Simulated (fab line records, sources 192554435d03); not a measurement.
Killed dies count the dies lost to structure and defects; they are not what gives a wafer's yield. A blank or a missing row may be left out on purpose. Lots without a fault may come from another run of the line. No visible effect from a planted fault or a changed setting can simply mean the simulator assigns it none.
Chamber matching | flow n5 finfet | N5_BEOL_M2_STRIP_66 on rie diel-01: 4 sister chambers
The step strips in CF4. 18 wafers are shown with their chamber, then 9 later ones without.

## WAFERS PAIRED WITH THEIR CHAMBERS
wafer  | chamber | showerhead plenum p Torr (Torr) | drypump motor current A (A) | oes product au (a.u.)
L075.1 | 0       | 1.77                            | 5.4                         | 0.93
L075.2 | 2       | 1.71                            | 5.9                         | 0.69
L075.6 | 1       | 1.85                            | 5.2                         | 0.68
L076.1 | 3       | 1.83                            | 5.0                         | 0.91
L076.2 | 2       | 1.71                            | 6.0                         | 0.69
L076.3 | 0       | 1.77                            | 5.5                         | 0.93
L076.4 | 0       | 1.77                            | 5.5                         | 0.92
L076.5 | 3       | 1.83                            | 5.0                         | 0.91
L076.6 | 2       | 1.71                            | 6.0                         | 0.69
L082.2 | 2       | 1.70                            | 5.9                         | 0.69
L082.4 | 3       | 1.83                            | 4.9                         | 0.89
L082.5 | 2       | 1.70                            | 5.9                         | 0.68
L083.1 | 1       | 1.85                            | 5.2                         | 0.92
L083.4 | 3       | 1.83                            | 5.0                         | 0.88
L083.5 | 3       | 1.83                            | 4.9                         | 0.89
L085.1 | 1       | 1.84                            | 5.2                         | 0.89
L085.4 | 2       | 1.70                            | 6.0                         | 0.67
L085.5 | 3       | 1.83                            | 5.0                         | 0.87

SIGNATURES (averages over the wafers above)
reading                  | chamber 0 | chamber 1 | chamber 2 | chamber 3 | scatter within a chamber
showerhead plenum p Torr | 1.7700    | 1.8467    | 1.7050    | 1.8300    | 0.00393
drypump motor current A  | 5.467     | 5.200     | 5.950     | 4.967     | 0.05
oes product au           | 0.9267    | 0.8300    | 0.6850    | 0.8917    | 0.0506
Rule: a wafer's distance from a chamber is the root of the sum, over the readings, of the square of ((its reading less the chamber's mean) divided by the reading's scatter). If the next closest chamber is less than 2 further off than the closest, the wafer can't be placed; otherwise it belongs to the closest. The scatter is the square root of a quotient: the sum, over the shown wafers, of each reading's squared deviation from its chamber's mean, divided by wafers minus chambers.

## WAFERS WITHOUT THEIR CHAMBER
wafer  | showerhead plenum p Torr (Torr) | drypump motor current A (A) | oes product au (a.u.)
L086.1 | 1.77                            | 5.5                         | 0.86
L086.2 | 1.83                            | 5.0                         | 0.87
L086.4 | 1.77                            | 5.5                         | 0.86
L091.1 | 1.84                            | 5.3                         | 0.86
L091.2 | 1.76                            | 5.5                         | 0.84
L091.4 | 1.84                            | 5.2                         | 0.87
L096.1 | 1.84                            | 5.2                         | 0.83
L096.5 | 1.82                            | 4.9                         | 0.84
L096.6 | 1.76                            | 5.5                         | 0.83

## THE CHAMBER EACH PASSED THROUGH
wafer  | from the rows above | in truth
L086.1 | 0                   | 0
L086.2 | 3                   | 3
L086.4 | 0                   | 0
L091.1 | 1                   | 1
L091.2 | 0                   | 0
L091.4 | 1                   | 1
L096.1 | 1                   | 1
L096.5 | 3                   | 3
L096.6 | 0                   | 0
9 of 9 placed correctly. Can't be placed from these rows: 0. Wrongly placed: 0.
